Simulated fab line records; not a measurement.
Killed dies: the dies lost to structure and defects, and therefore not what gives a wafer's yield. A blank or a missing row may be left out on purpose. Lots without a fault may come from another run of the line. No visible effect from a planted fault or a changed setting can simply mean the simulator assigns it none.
fab line records | flow nandHarc
record: lots: 22 wafers: 66 lastDay: 24
route steps=1159 shown A_STAIRCASE@727 A_SLIT@794 A_CONTACT@861
lots that met no fault: from a run of the same line without faults
startH: hours from the record's opening day to when the first of the lot's shown wafers began | waitH: time in hours since the lot's previous step | " identical to the entry in the row above | L1.1+2: a row that stands for several wafers | - no value, or no start given | * or withheld: withheld | < > ~ a bound
route shown NAME@n: NAME is a module with steps in the file, n the number in the route of the first one | usual: average and standard deviation across the fault-free wafers | same: alike in all rows | chamber/n: place in a boat | sites: the reading at each site | _std_site: the standard deviation of these | _edge_site: mean of outer sites minus mean of inner sites | radiusMm: for every site, how far away it sits from the centre of the wafer | mask NAME#n: copy n | behind: the tool/chamber that last shaped the wafer | hold: what put the lot on hold/how long, in hours/how the hold closed | device: the transistor (n, p or np) that didn't switch | end of line: tests run on the same wafers once the route is complete | for a step that has no rows: nothing shown but its recipe | killed: not the wafer's yield, but the dies lost to structure and defects at the first sort | map: the dies of a wafer, with x for killed, . for not killed, _ for no die there
set.NAME: the run value of the setting; set.NAME@STEP: its run value at that earlier step | model.NAME: the simulator's own value behind a step, which no gauge read
steps of the route over a sample of lots; a table a step, a row a wafer
services: a tool's chamber out of use, with start hour (startH, from the record's first day; less than 0 if before it), hours out, and reason
== steps ==
step: NHARC_A_STAIRCASE_ETCH_444
recipe: targetDepthA: 1.02e+05 timeS: 3400 c4f8FlowSccm: 20 o2FlowSccm: 10 arFlowSccm: withheld rfW: 600 biasW: 1000 chemistry: C4F8/O2
usual: chamberPressureMTorr: 25.003/0.026 oesProductAu: 0.932/0.016 rfVppV: 804/3.3
columns lot.wafer tool chamber startH waitH chamberPressureMTorr oesProductAu rfHoursCounterH rfVppV
L074.2 rieDiel-09 1 304.16 0.8 24.977 0.963 14 803
L074.5 " 2 " " 25.000 0.958 - 802
L074.6 " 3 " " 25.016 0.987 - 800
L077.2 rieDiel-09 2 314.14 0.1 24.959 0.920 17 801
L077.3 " 0 " " 24.965 0.925 19 807
L077.5 " 2 " " 24.996 0.922 - 800
L076.2 rieDiel-10 0 314.54 0.1 25.025 0.911 41 804
L076.4 " 1 " " 25.016 0.933 49 811
L076.6 " 0 " " 25.019 0.918 - 802
L079.4 rieDiel-13 3 340.85 0.1 24.971 0.919 21 804
L079.1 " 0 " " 24.986 0.935 19 805
L079.2 " 1 " " 25.020 0.933 18 804
L080.1 rieDiel-09 0 352.24 0.4 24.988 0.915 32 806
L080.2 " 1 " " 24.987 0.931 32 801
L080.5 " 3 " " 24.977 0.919 - 801
L081.1 rieDiel-13 3 352.49 0.5 25.005 0.929 24 806
L081.4 " 1 " " 25.030 0.931 24 804
L081.6 " 2 " " 25.008 0.923 - 802
L084.3 rieDiel-09 2 357.76 0.1 25.039 0.913 37 801
L084.2 " 0 " " 25.015 0.924 36 807
L084.5 " 3 " " 25.028 0.931 - 800
L083.1 rieDiel-13 2 358.52 0.7 25.032 0.938 30 802
L083.2 " 3 " " 25.012 0.929 29 806
L083.5 " 0 " " 25.009 0.916 - 806
L082.1 rieDiel-13 3 360.48 2.5 25.020 0.923 30 803
L082.4 " 0 " " 25.025 0.918 31 808
L082.6 " 2 " " 24.986 0.924 - 799
L087.3 rieDiel-10 2 375.97 0.1 24.993 0.955 3 802
L087.6 " 2 " " 24.966 0.952 - 803
L087.5 " 3 " " 25.040 0.957 - 806
L086.3 rieDiel-09 3 376.60 0.6 24.975 0.939 45 800
L086.1 " 0 " " 25.013 0.913 42 807
L086.6 " 2 " " 24.980 0.916 - 800
L085.1 rieDiel-10 0 384.66 0.2 25.033 0.956 7 802
L085.6 " 0 " " 25.005 0.954 - 801
L085.5 " 1 " " 24.982 0.966 - 811
L088.2 rieDiel-13 0 384.69 0.1 24.984 0.920 39 807
L088.1 " 3 " " 24.979 0.931 38 806
L088.4 " 3 " " 25.033 0.931 - 804
L089.1 rieDiel-09 2 385.19 0.6 24.968 0.913 48 800
L089.2 " 3 " " 24.988 0.924 48 800
L089.5 " 1 " " 25.014 0.929 - 800
L090.1 rieDiel-10 0 396.59 0.1 24.994 0.926 12 800
L090.3 " 2 " " 25.017 0.929 13 802
L090.6 " 1 " " 25.005 0.933 - 811
L093.1 rieDiel-10 3 413.55 0.1 24.979 0.963 18 804
L093.3 " 1 " " 24.909 0.947 17 810
L093.4 " 2 " " 25.017 0.938 18 802
L094.3 rieDiel-13 3 413.97 0.2 25.023 0.923 50 804
L094.4 " 0 " " 24.985 0.918 51 807
L094.1 " 1 " " 25.008 0.930 50 804
L092.2 rieDiel-09 3 414.00 0.4 25.009 0.926 58 800
L092.1 " 1 " " 24.958 0.924 56 802
L092.4 " 2 " " 24.997 0.917 - 800
L091.1 rieDiel-10 3 420.25 0.3 24.983 0.926 20 806
L091.6 " 2 " " 25.039 0.917 - 803
L091.5 " 3 " " 24.957 0.932 - 805
L095.1 rieDiel-13 1 434.72 0.3 25.026 0.937 58 804
L095.3 " 2 " " 24.993 0.919 55 800
L095.2 " 3 " " 25.001 0.930 59 805
L096.4 rieDiel-10 0 434.75 0.3 25.008 0.927 28 803
L096.2 " 1 " " 25.052 0.941 23 812
L096.6 " 3 " " 25.010 0.926 - 805
L097.3 rieDiel-10 3 447.67 0.1 25.016 0.922 33 803
L097.1 " 1 " " 25.021 0.940 28 813
L097.5 " 0 " " 25.014 0.921 - 802
step: NHARC_A_SLIT_ETCH_24
recipe: targetDepthA: 1210 timeS: 60.5 cf4FlowSccm: 100 chf3FlowSccm: 30 arFlowSccm: 0 rfW: 500 biasW: 200 chemistry: CF4/CHF3
usual: chamberPressureMTorr: 25.002/0.021 drypumpMotorCurrentA: 5.5/0.44 oesProductAu: 0.961/0.018 rfVppV: 370.6/2.3 showerheadPlenumPTorr: 1.57/0.063 throttleValvePct: 16.801/0.0088
columns lot.wafer tool chamber startH waitH chamberPressureMTorr drypumpMotorCurrentA oesProductAu rfHoursCounterH rfVppV showerheadPlenumPTorr throttleValvePct
L074.2 rieDiel-06 0 321.23 0.1 24.986 5.0 0.952 7 369.4 1.52 16.796
L074.6 " 3 " " 24.989 6.0 0.964 - 372.1 1.63 16.787
L074.5 " 0 " " 25.005 4.9 0.965 - 369.8 1.52 16.804
L077.2 rieDiel-04 1 330.21 0.5 24.995 5.3 0.939 2 369.1 1.55 16.807
L077.3 " 3 " " 25.010 5.2 0.951 2 372.1 1.58 16.803
L077.5 " 0 " " 25.020 5.4 0.940 - 376.3 1.67 16.811
L076.2 rieDiel-06 0 331.42 0.1 25.023 5.0 0.959 8 368.5 1.52 16.797
L076.4 " 1 " " 24.966 5.2 0.987 - 366.1 1.47 16.802
L076.6 " 3 " " 25.008 5.9 0.961 - 371.8 1.63 16.811
L079.1 rieDiel-04 0 359.16 0.1 25.029 5.4 0.986 4 374.6 1.67 16.814
L079.2 " 1 " " 24.964 5.2 0.987 4 370.8 1.55 16.796
L079.4 " 3 " " 24.969 5.2 0.960 4 371.2 1.58 16.800
L081.1 rieDiel-04 3 369.18 0.1 25.016 5.2 0.972 5 371.2 1.58 16.797
L081.4 " 2 " " 25.004 6.4 0.960 5 372.9 1.63 16.799
L081.6 " 0 " " 25.067 5.4 0.980 - 373.7 1.67 16.799
L080.1 rieDiel-04 0 371.16 0.1 24.978 5.4 0.970 6 373.5 1.67 16.800
L080.2 " 2 " " 24.997 6.5 0.986 5 372.3 1.63 16.804
L080.5 " 1 " " 25.009 5.2 0.984 - 370.5 1.55 16.820
L083.1 rieDiel-04 2 375.12 0.1 25.017 6.4 0.954 6 374.9 1.63 16.805
L083.2 " 1 " " 24.974 5.2 0.984 7 369.4 1.55 16.793
L083.5 " 3 " " 25.031 5.2 0.970 - 371.1 1.58 16.789
L082.4 rieDiel-07 3 375.56 0.1 25.002 5.6 0.947 9 369.8 1.57 16.797
L082.1 " 1 " " 25.021 5.4 0.987 9 370.1 1.59 16.793
L082.6 " 0 " " 24.974 6.1 0.954 - 367.0 1.48 16.802
L084.3 rieDiel-07 2 376.98 0.1 24.994 5.4 0.973 9 369.3 1.54 16.798
L084.2 " 3 " " 24.995 5.6 0.964 9 369.2 1.57 16.818
L084.5 " 0 " " 25.000 6.1 0.957 - 368.0 1.48 16.809
L086.1 rieDiel-06 1 391.50 0.1 24.970 5.2 0.977 12 365.8 1.47 16.807
L086.3 " 2 " " 24.994 5.8 0.969 5 369.1 1.53 16.790
L086.6 " 0 " " 24.983 5.0 0.985 - 371.6 1.52 16.815
L087.3 rieDiel-04 0 391.66 0.1 25.000 5.4 0.981 8 373.3 1.67 16.817
L087.6 " 3 " " 25.005 5.2 0.970 - 370.6 1.58 16.789
L087.5 " 0 " " 24.993 5.4 0.978 - 373.0 1.67 16.811
L089.1 rieDiel-04 0 401.52 0.1 24.995 5.4 0.969 10 372.2 1.67 16.815
L089.2 " 3 " " 25.052 5.1 0.962 9 373.4 1.58 16.795
L089.5 " 1 " " 24.995 5.2 0.958 - 368.9 1.55 16.817
L085.1 rieDiel-06 1 402.78 0.1 24.999 5.2 0.930 14 368.0 1.47 16.805
L085.6 " 1 " " 24.975 5.2 0.920 - 367.5 1.47 16.816
L085.5 " 2 " " 24.976 5.8 0.930 - 369.4 1.53 16.808
L088.4 rieDiel-07 1 403.08 0.1 25.048 5.3 0.979 10 371.3 1.58 16.784
L088.2 " 2 " " 24.966 5.4 0.972 10 368.7 1.54 16.803
L088.1 " 3 " " 25.024 5.6 0.962 11 370.4 1.57 16.812
L090.1 rieDiel-07 1 414.86 0.1 25.014 5.3 0.977 0 370.9 1.58 16.807
L090.3 " 0 " " 24.994 6.1 0.966 0 367.1 1.48 16.790
L090.6 " 1 " " 24.982 5.3 0.975 - 370.2 1.58 16.793
L094.1 rieDiel-06 3 429.13 0.1 25.019 6.0 0.985 0 373.8 1.63 16.801
L094.3 " 1 " " 25.009 5.2 0.971 0 364.9 1.47 16.813
L094.4 " 2 " " 25.003 5.8 0.983 0 367.7 1.53 16.798
L092.1 rieDiel-04 1 429.37 0.1 25.037 5.3 0.990 9 370.5 1.55 16.816
L092.2 " 2 " " 24.999 6.4 0.954 9 373.0 1.63 16.801
L092.4 " 0 " " 25.016 5.4 0.973 11 374.2 1.67 16.804
L093.4 rieDiel-07 0 429.54 0.1 24.974 6.1 0.952 1 368.2 1.48 16.788
L093.3 " 1 " " 24.982 5.3 0.980 1 372.2 1.58 16.810
L093.1 " 2 " " 24.984 5.3 0.957 1 369.8 1.54 16.799
L091.1 rieDiel-06 3 437.03 0.1 24.986 5.9 0.969 1 372.5 1.63 16.811
L091.6 " 3 " " 24.980 5.9 0.974 - 372.0 1.63 16.800
L091.5 " 0 " " 24.974 4.9 0.968 - 369.0 1.52 16.816
L096.4 rieDiel-04 2 452.08 0.1 25.019 6.5 0.966 11 373.3 1.63 16.789
L096.2 " 3 " " 25.002 5.2 0.967 12 372.4 1.58 16.788
L096.6 " 1 " " 25.005 5.2 0.973 - 369.3 1.55 16.807
L095.3 rieDiel-06 0 452.18 0.6 25.045 5.0 0.915 2 368.0 1.52 16.801
L095.2 " 1 " " 25.013 5.2 0.929 2 367.2 1.47 16.806
L095.1 " 2 " " 24.988 5.8 0.936 2 368.9 1.53 16.790
L097.3 rieDiel-04 0 464.40 0.1 25.011 5.4 0.930 15 373.8 1.67 16.795
L097.1 " 2 " " 25.005 6.4 0.919 13 373.6 1.63 16.801
L097.5 " 0 " " 25.011 5.4 0.934 - 374.4 1.67 16.798
step: NHARC_A_SLIT_ETCH_26
recipe: biasV: 400 sourceW: 2000 pressureMtorr: 25 timeS: 90 arFlowSccm: 375 c4f8FlowSccm: 41.7 o2FlowSccm: 83.3 targetDepthA: 4000 chemistry: C4F8/O2/Ar
usual: chamberPressureMTorr: 25.00/0.033 drypumpMotorCurrentA: 5.9/0.66 showerheadPlenumPTorr: 3.78/0.087 throttleValvePct: 27.620/0.0096
columns lot.wafer tool chamber startH waitH chamberPressureMTorr drypumpMotorCurrentA rfHoursCounterH showerheadPlenumPTorr throttleValvePct
L074.2 harEtch-01 1 323.54 1.2 25.01 6.2 1 3.83 27.612
L074.6 " 1 " " 25.00 6.2 - 3.83 27.612
L074.5 " 0 " " 25.00 6.3 - 3.83 27.609
L077.2 harEtch-02 0 333.59 1.2 25.00 4.6 172 3.88 27.627
L077.3 " 1 " " 25.03 6.2 - 3.63 27.608
L077.5 " 1 " " 24.99 6.2 - 3.63 27.630
L076.2 harEtch-01 1 334.87 1.0 25.02 6.2 8 3.83 27.625
L076.4 " 0 " " 24.99 6.3 - 3.83 27.621
L076.6 " 0 " " 24.99 6.3 - 3.83 27.614
L079.1 harEtch-02 0 361.34 1.3 25.01 4.6 181 3.87 27.620
L079.2 " 1 " " 25.01 6.2 181 3.63 27.635
L079.4 " 1 " " 25.00 6.2 - 3.63 27.601
L081.1 harEtch-02 1 371.35 1.2 24.97 6.2 187 3.63 27.611
L081.4 " 1 " " 24.98 6.2 - 3.63 27.635
L081.6 " 1 " " 25.05 6.2 - 3.63 27.615
L080.2 harEtch-02 0 373.79 1.2 24.98 4.6 188 3.87 27.619
L080.1 " 1 " " 24.96 6.2 188 3.62 27.633
L080.5 " 0 " " 25.01 4.6 - 3.87 27.611
L083.2 harEtch-01 0 379.23 1.3 24.99 6.3 29 3.82 27.621
L083.1 " 1 " " 24.98 6.2 29 3.82 27.613
L083.5 " 1 " " 25.00 6.2 - 3.82 27.629
L082.1 harEtch-02 1 380.42 1.3 25.04 6.2 194 3.62 27.610
L082.4 " 0 " " 25.04 4.6 - 3.87 27.629
L082.6 " 0 " " 24.96 4.6 - 3.87 27.634
L084.2 harEtch-01 1 380.92 1.3 24.99 6.2 31 3.82 27.606
L084.3 " 1 " " 24.98 6.2 - 3.82 27.628
L084.5 " 1 " " 24.98 6.3 - 3.82 27.618
L086.1 harEtch-02 1 393.68 1.0 24.99 6.2 195 3.62 27.623
L086.3 " 1 " " 25.01 6.2 - 3.62 27.611
L086.6 " 0 " " 24.95 4.6 - 3.87 27.624
L087.3 harEtch-01 1 393.90 0.6 25.00 6.2 - 3.82 27.608
L087.6 " 0 " " 25.00 6.3 - 3.82 27.620
L087.5 " 1 " " 25.06 6.2 - 3.82 27.614
L089.2 harEtch-01 0 407.45 1.2 25.01 6.2 42 3.81 27.643
L089.1 " 1 " " 24.99 6.2 42 3.81 27.614
L089.5 " 1 " " 25.01 6.2 - 3.81 27.626
L085.1 harEtch-02 1 408.56 1.0 25.03 6.2 208 3.61 27.625
L085.6 " 0 " " 24.99 4.6 - 3.86 27.647
L085.5 " 1 " " 24.97 6.2 - 3.61 27.611
L088.2 harEtch-01 1 409.12 1.2 25.01 6.2 43 3.81 27.619
L088.1 " 0 " " 24.99 6.3 43 3.81 27.603
L088.4 " 1 " " 25.00 6.2 - 3.81 27.622
L090.1 harEtch-01 0 417.03 1.2 25.01 6.3 49 3.81 27.623
L090.3 " 0 " " 25.01 6.3 - 3.81 27.628
L090.6 " 1 " " 24.99 6.3 - 3.81 27.642
L094.1 harEtch-01 1 431.34 1.0 25.04 6.2 50 3.81 27.616
L094.4 " 0 " " 24.99 6.3 - 3.81 27.617
L094.3 " 1 " " 24.99 6.2 - 3.81 27.628
L092.1 harEtch-02 0 431.55 1.2 25.02 4.6 214 3.86 27.619
L092.2 " 1 " " 25.00 6.2 214 3.61 27.617
L092.4 " 0 " " 25.01 4.6 - 3.86 27.625
L093.1 harEtch-01 1 433.00 1.3 24.96 6.2 52 3.81 27.621
L093.3 " 1 " " 24.93 6.2 - 3.81 27.624
L093.4 " 0 " " 25.01 6.3 - 3.81 27.631
L091.1 harEtch-01 0 442.06 1.0 24.97 6.3 57 3.80 27.612
L091.5 " 1 " " 24.99 6.2 - 3.80 27.618
L091.6 " 0 " " 25.01 6.3 - 3.80 27.642
L096.2 harEtch-01 0 455.63 1.2 24.98 6.3 62 3.80 27.628
L096.4 " 0 " " 24.98 6.3 - 3.80 27.630
L096.6 " 0 " " 25.02 6.3 - 3.80 27.617
L095.1 harEtch-02 0 456.05 1.2 25.03 4.6 227 3.85 27.619
L095.2 " 1 " " 25.02 6.2 227 3.60 27.618
L095.3 " 1 " " 24.99 6.2 - 3.60 27.615
L097.1 harEtch-01 1 466.58 1.0 24.99 6.2 68 3.80 27.615
L097.3 " 0 " " 25.01 6.3 - 3.80 27.602
L097.5 " 1 " " 25.01 6.2 - 3.80 27.620
step: NHARC_A_CONTACT_ETCH_51
recipe: targetDepthA: 36000 overEtchFrac: 0.3 timeS: 936 ionEnergyEv: 150 o2FlowSccm: 400 cosFlowSccm: 20 arFlowSccm: 0 rfW: 500 biasW: 300 chemistry: O2/COS
usual: chamberPressureMTorr: 20.001/0.018 drypumpMotorCurrentA: 5.9/0.49 oesProductAu: 1.000/0.0084 rfVppV: 313.5/2 showerheadPlenumPTorr: 3.07/0.12 throttleValvePct: 28.330/0.0095
same: overEtchFrac: 0.3
columns lot.wafer tool chamber startH waitH chamberPressureMTorr drypumpMotorCurrentA oesProductAu rfHoursCounterH rfVppV showerheadPlenumPTorr throttleValvePct
L074.2 rieDiel-12 1 - - 19.988 6.6 0.986 25 312.8 3.04 28.323
L074.6 " 1 " " 20.026 6.6 0.994 - 313.7 3.04 28.321
L074.5 " 3 " " 19.984 5.4 1.001 - 316.2 3.21 28.319
L077.3 rieDiel-13 1 - - 19.987 6.7 1.004 36 313.1 3.07 28.342
L077.2 " 3 " " 20.000 6.2 1.002 36 314.4 3.05 28.321
L077.5 " 3 " " 19.994 6.2 1.002 - 314.0 3.05 28.338
L076.2 rieDiel-13 1 - - 20.010 6.7 0.999 37 313.9 3.07 28.313
L076.6 " 1 " " 20.024 6.6 1.000 - 312.3 3.07 28.343
L076.4 " 0 " " 19.992 5.7 1.000 - 314.2 3.11 28.332
L079.4 rieDiel-12 0 - - 20.016 5.5 1.001 3 310.7 2.90 28.333
L079.1 " 1 " " 19.976 6.6 0.999 3 312.6 3.04 28.318
L079.2 " 3 " " 20.008 5.4 1.020 3 314.2 3.21 28.326
L080.1 rieDiel-12 0 - - 19.994 5.5 1.002 4 309.9 2.90 28.343
L080.2 " 1 " " 20.001 6.6 0.996 4 313.8 3.04 28.348
L080.5 " 3 " " 19.990 5.3 1.019 - 316.0 3.21 28.351
L081.4 rieDiel-12 0 - - 19.987 5.5 0.995 5 311.3 2.90 28.334
L081.1 " 3 " " 20.009 5.4 1.025 5 315.5 3.21 28.330
L081.6 " 0 " " 20.035 5.4 1.000 - 309.7 2.90 28.338
L083.1 rieDiel-12 2 - - 20.006 6.3 0.993 6 317.1 3.31 28.333
L083.2 " 0 " " 19.995 5.5 0.996 7 309.8 2.89 28.314
L083.5 " 3 " " 19.967 5.4 1.017 - 316.4 3.21 28.326
L084.2 rieDiel-12 2 - - 19.989 6.3 0.994 7 316.4 3.31 28.320
L084.3 " 3 " " 20.010 5.3 1.010 8 314.5 3.21 28.330
L084.5 " 3 " " 20.029 5.4 1.020 - 314.8 3.21 28.319
L082.4 rieDiel-13 3 - - 20.022 6.2 0.997 55 312.7 3.04 28.346
L082.1 " 2 " " 19.982 5.9 0.982 51 312.2 2.95 28.335
L082.6 " 3 " " 19.989 6.2 1.001 - 313.9 3.04 28.317
L086.1 rieDiel-10 3 - - 19.988 5.8 1.007 31 313.2 3.06 28.345
L086.3 " 0 " " 20.006 5.7 0.990 32 313.4 2.98 28.327
L086.6 " 0 " " 19.988 5.7 0.995 - 311.5 2.98 28.342
L087.3 rieDiel-12 0 - - 20.007 5.5 0.988 11 310.0 2.89 28.331
L087.6 " 2 " " 19.966 6.3 1.006 - 317.0 3.31 28.337
L087.5 " 3 " " 20.016 5.3 1.008 - 313.9 3.21 28.333
L085.1 rieDiel-13 0 - - 19.977 5.7 1.003 68 313.2 3.09 28.326
L085.5 " 2 " " 19.968 5.9 0.999 - 312.3 2.95 28.322
L085.6 " 3 " " 19.998 6.2 0.999 - 313.2 3.04 28.324
L089.2 rieDiel-10 3 - - 20.016 5.8 0.997 38 313.4 3.06 28.326
L089.1 " 0 " " 20.019 5.8 0.989 39 311.9 2.98 28.324
L089.5 " 3 " " 19.993 5.9 1.011 - 314.4 3.06 28.326
L088.2 rieDiel-10 3 - - 20.024 5.8 1.013 40 312.6 3.06 28.303
L088.4 " 1 " " 20.010 5.4 1.008 33 315.1 3.24 28.336
L088.1 " 2 " " 20.012 5.0 0.988 36 312.9 2.98 28.341
L090.3 rieDiel-12 2 - - 19.987 6.3 1.000 15 316.6 3.31 28.352
L090.1 " 3 " " 19.987 5.3 1.015 15 315.4 3.20 28.331
L090.6 " 1 " " 19.994 6.6 1.008 - 314.5 3.04 28.325
L094.4 rieDiel-13 3 - - 20.017 6.2 1.005 6 312.6 3.04 28.340
L094.3 " 1 " " 20.021 6.6 0.994 6 313.6 3.05 28.328
L094.1 " 2 " " 19.993 5.9 1.000 6 311.0 2.94 28.335
L092.2 rieDiel-10 1 - - 19.993 5.4 0.992 40 316.2 3.23 28.324
L092.4 " 2 " " 19.978 5.0 0.969 42 312.4 2.98 28.338
L092.1 " 3 " " 20.003 5.9 0.998 47 313.7 3.06 28.339
L093.1 rieDiel-13 3 - - 19.996 6.2 0.998 7 314.5 3.04 28.337
L093.4 " 0 " " 20.006 5.7 0.998 7 314.0 3.09 28.328
L093.3 " 1 " " 19.992 6.7 0.989 7 312.6 3.05 28.324
L091.1 rieDiel-12 1 - - 20.031 6.6 0.993 19 313.1 3.04 28.333
L091.5 " 1 " " 19.988 6.7 0.992 - 313.8 3.03 28.309
L091.6 " 2 " " 19.993 6.3 0.988 - 317.3 3.30 28.320
L095.2 rieDiel-13 1 - - 20.017 6.6 1.005 17 312.1 3.04 28.333
L095.1 " 2 " " 20.010 5.9 0.997 16 313.3 2.94 28.339
L095.3 " 0 " " 20.015 5.7 0.998 16 315.6 3.08 28.340
L096.2 rieDiel-10 3 - - 20.020 5.8 1.008 52 313.2 3.05 28.320
L096.6 " 3 " " 20.000 5.8 1.011 - 314.8 3.05 28.319
L096.4 " 0 " " 19.970 5.8 0.994 - 311.1 2.97 28.324
L097.1 rieDiel-13 3 - - 20.015 6.2 1.007 21 313.3 3.03 28.319
L097.3 " 2 " " 19.986 5.9 1.002 22 311.8 2.94 28.330
L097.5 " 0 " " 19.960 5.7 1.007 - 313.5 3.08 28.309
step: NHARC_A_CONTACT_ETCH_114
recipe: sourceW: withheld pressureMtorr: 20 biasV: 3000 timeS: 94 targetDepthA: 9220 arFlowSccm: withheld c4f8FlowSccm: withheld o2FlowSccm: withheld chemistry: C4F8/O2/Ar
usual: chamberPressureMTorr: 20.001/0.02
columns lot.wafer tool chamber startH waitH chamberPressureMTorr rfHoursCounterH
L074.2 harCapEtch-03 1 371.53 0.1 19.964 83
L074.5 " 0 " " 20.008 -
L074.6 " 1 " " 20.033 -
L077.2 harCapEtch-02 0 383.35 0.1 20.005 9
L077.3 " 0 " " 19.994 -
L077.5 " 1 " " 20.024 -
L076.2 harCapEtch-01 0 384.50 0.1 20.002 59
L076.4 " 1 " " 19.958 -
L076.6 " 0 " " 20.011 -
L079.1 harCapEtch-01 0 409.50 0.1 20.023 62
L079.2 " 1 " " 19.981 62
L079.4 " 1 " " 20.017 -
L080.1 harCapEtch-02 1 411.78 0.1 20.021 13
L080.2 " 0 " " 19.999 13
L080.5 " 0 " " 20.002 -
L081.1 harCapEtch-03 1 415.71 0.1 19.992 91
L081.4 " 0 " " 20.029 -
L081.6 " 0 " " 19.994 -
L083.2 harCapEtch-03 0 422.21 0.1 20.015 92
L083.1 " 1 " " 20.019 92
L083.5 " 1 " " 20.032 -
L084.2 harCapEtch-01 1 423.66 0.1 19.994 64
L084.3 " 1 " " 20.035 -
L084.5 " 1 " " 19.980 -
L082.1 harCapEtch-02 1 427.65 0.1 20.012 17
L082.4 " 0 " " 20.020 -
L082.6 " 1 " " 20.018 -
L086.1 harCapEtch-02 1 441.17 0.1 20.012 20
L086.3 " 0 " " 19.976 -
L086.6 " 0 " " 19.998 -
L087.3 harCapEtch-03 0 443.82 0.1 19.970 -
L087.6 " 0 " " 19.990 -
L087.5 " 1 " " 20.034 -
L085.1 harCapEtch-02 1 450.44 0.1 19.977 21
L085.6 " 0 " " 20.038 -
L085.5 " 1 " " 20.012 -
L089.2 harCapEtch-02 1 456.59 0.1 20.007 22
L089.1 " 0 " " 19.997 22
L089.5 " 1 " " 20.000 -
L088.2 harCapEtch-02 0 460.37 0.1 20.001 24
L088.1 " 1 " " 20.025 24
L088.4 " 0 " " 19.988 -
L090.1 harCapEtch-03 1 463.79 0.1 19.981 101
L090.3 " 1 " " 20.015 -
L090.6 " 1 " " 20.009 -
L094.1 harCapEtch-03 0 474.11 0.1 19.989 104
L094.4 " 1 " " 20.008 -
L094.3 " 0 " " 20.008 -
L092.1 harCapEtch-01 0 477.44 0.1 20.006 73
L092.2 " 1 " " 19.979 73
L092.4 " 1 " " 19.990 -
L093.1 harCapEtch-02 0 478.93 0.1 20.020 27
L093.3 " 0 " " 19.981 -
L093.4 " 1 " " 20.033 -
L091.1 harCapEtch-02 0 490.41 0.1 19.984 29
L091.5 " 0 " " 19.976 -
L091.6 " 1 " " 19.999 -
L095.2 harCapEtch-01 1 502.41 0.1 20.014 77
L095.1 " 0 " " 19.965 77
L095.3 " 1 " " 19.972 -
L096.2 harCapEtch-03 1 502.79 0.1 19.963 110
L096.4 " 0 " " 19.975 -
L096.6 " 1 " " 19.993 -
L097.1 harCapEtch-01 0 515.81 0.1 19.976 79
L097.3 " 0 " " 19.976 -
L097.5 " 1 " " 20.034 -
step: NHARC_A_CONTACT_ETCH_117
recipe: sourceW: withheld pressureMtorr: 20 biasV: 3000 timeS: 94 targetDepthA: 9220 arFlowSccm: withheld c4f8FlowSccm: withheld o2FlowSccm: withheld chemistry: C4F8/O2/Ar
usual: chamberPressureMTorr: 20.001/0.018
columns lot.wafer tool chamber startH waitH chamberPressureMTorr rfHoursCounterH
L074.2 harCapEtch-03 1 371.80 0.1 20.031 83
L074.5 " 0 " " 19.994 -
L074.6 " 1 " " 19.998 -
L077.2 harCapEtch-02 0 383.63 0.1 19.999 9
L077.3 " 0 " " 19.990 -
L077.5 " 1 " " 20.012 -
L076.2 harCapEtch-01 0 384.77 0.1 20.017 59
L076.4 " 1 " " 20.012 -
L076.6 " 0 " " 19.991 -
L079.1 harCapEtch-01 0 409.78 0.1 20.003 62
L079.2 " 1 " " 19.993 62
L079.4 " 1 " " 19.984 -
L080.1 harCapEtch-02 1 412.05 0.1 19.980 14
L080.2 " 0 " " 20.021 14
L080.5 " 0 " " 20.020 -
L081.1 harCapEtch-03 1 415.99 0.1 20.032 91
L081.4 " 0 " " 20.003 -
L081.6 " 0 " " 20.027 -
L083.2 harCapEtch-03 0 422.48 0.1 19.987 92
L083.1 " 1 " " 20.020 92
L083.5 " 1 " " 20.002 -
L084.2 harCapEtch-01 1 423.94 0.1 19.985 65
L084.3 " 1 " " 20.002 -
L084.5 " 1 " " 20.007 -
L082.1 harCapEtch-02 1 427.92 0.1 20.039 18
L082.4 " 0 " " 20.008 -
L082.6 " 1 " " 19.978 -
L086.1 harCapEtch-02 1 441.44 0.1 20.009 20
L086.3 " 0 " " 19.960 -
L086.6 " 0 " " 20.018 -
L087.3 harCapEtch-03 0 444.09 0.1 19.997 -
L087.6 " 0 " " 20.000 -
L087.5 " 1 " " 19.984 -
L085.1 harCapEtch-02 1 450.71 0.1 19.997 21
L085.6 " 0 " " 20.017 -
L085.5 " 1 " " 19.974 -
L089.2 harCapEtch-02 1 456.87 0.1 19.992 23
L089.1 " 0 " " 19.993 23
L089.5 " 1 " " 20.012 -
L088.2 harCapEtch-02 0 460.71 0.1 19.999 24
L088.1 " 1 " " 19.956 24
L088.4 " 0 " " 19.996 -
L090.1 harCapEtch-03 1 464.07 0.1 19.988 102
L090.3 " 1 " " 19.984 -
L090.6 " 1 " " 19.985 -
L094.1 harCapEtch-03 0 474.38 0.1 20.019 104
L094.4 " 1 " " 20.027 -
L094.3 " 0 " " 19.992 -
L092.1 harCapEtch-01 0 477.71 0.1 20.003 73
L092.2 " 1 " " 20.001 73
L092.4 " 1 " " 20.003 -
L093.1 harCapEtch-02 0 479.20 0.1 20.022 28
L093.3 " 0 " " 19.969 -
L093.4 " 1 " " 19.964 -
L091.1 harCapEtch-02 0 490.68 0.1 19.998 29
L091.5 " 0 " " 19.996 -
L091.6 " 1 " " 20.040 -
L095.2 harCapEtch-01 1 502.68 0.1 20.014 77
L095.1 " 0 " " 19.989 77
L095.3 " 1 " " 19.978 -
L096.2 harCapEtch-03 1 503.06 0.1 19.993 110
L096.4 " 0 " " 19.979 -
L096.6 " 1 " " 19.995 -
L097.1 harCapEtch-01 0 516.08 0.1 19.997 79
L097.3 " 0 " " 19.987 -
L097.5 " 1 " " 19.992 -
== services ==
columns tool chamber startH hours kind
rieDiel-04 - 289.22 9.0 pm
harEtch-01 - 305.00 17.0 pm
rieDiel-13 2 305.68 4.4 repair
harCapEtch-02 - 305.85 17.0 pm
rieDiel-12 0 341.87 4.2 repair
harCapEtch-03 - 347.55 0.3 repair
rieDiel-10 - 354.16 9.0 pm
rieDiel-12 2 354.91 22.2 repair
rieDiel-13 - 375.21 2.7 repair
rieDiel-12 - 379.40 9.0 pm
rieDiel-13 2 381.87 3.8 repair
rieDiel-10 1 387.50 7.1 repair
rieDiel-04 - 393.66 0.3 repair
rieDiel-10 3 401.02 1.2 repair
harEtch-02 - 409.89 11.1 repair
rieDiel-10 1 425.89 3.1 repair
rieDiel-04 3 435.95 5.2 repair
rieDiel-10 - 441.10 0.4 repair
rieDiel-13 - 453.04 9.0 pm
rieDiel-04 - 466.22 9.0 pm
rieDiel-10 - 477.16 0.5 repair
rieDiel-10 3 488.32 7.0 repair
harCapEtch-01 - 494.26 0.7 repair
rieDiel-10 1 494.55 10.0 repair
== key ==
fault none
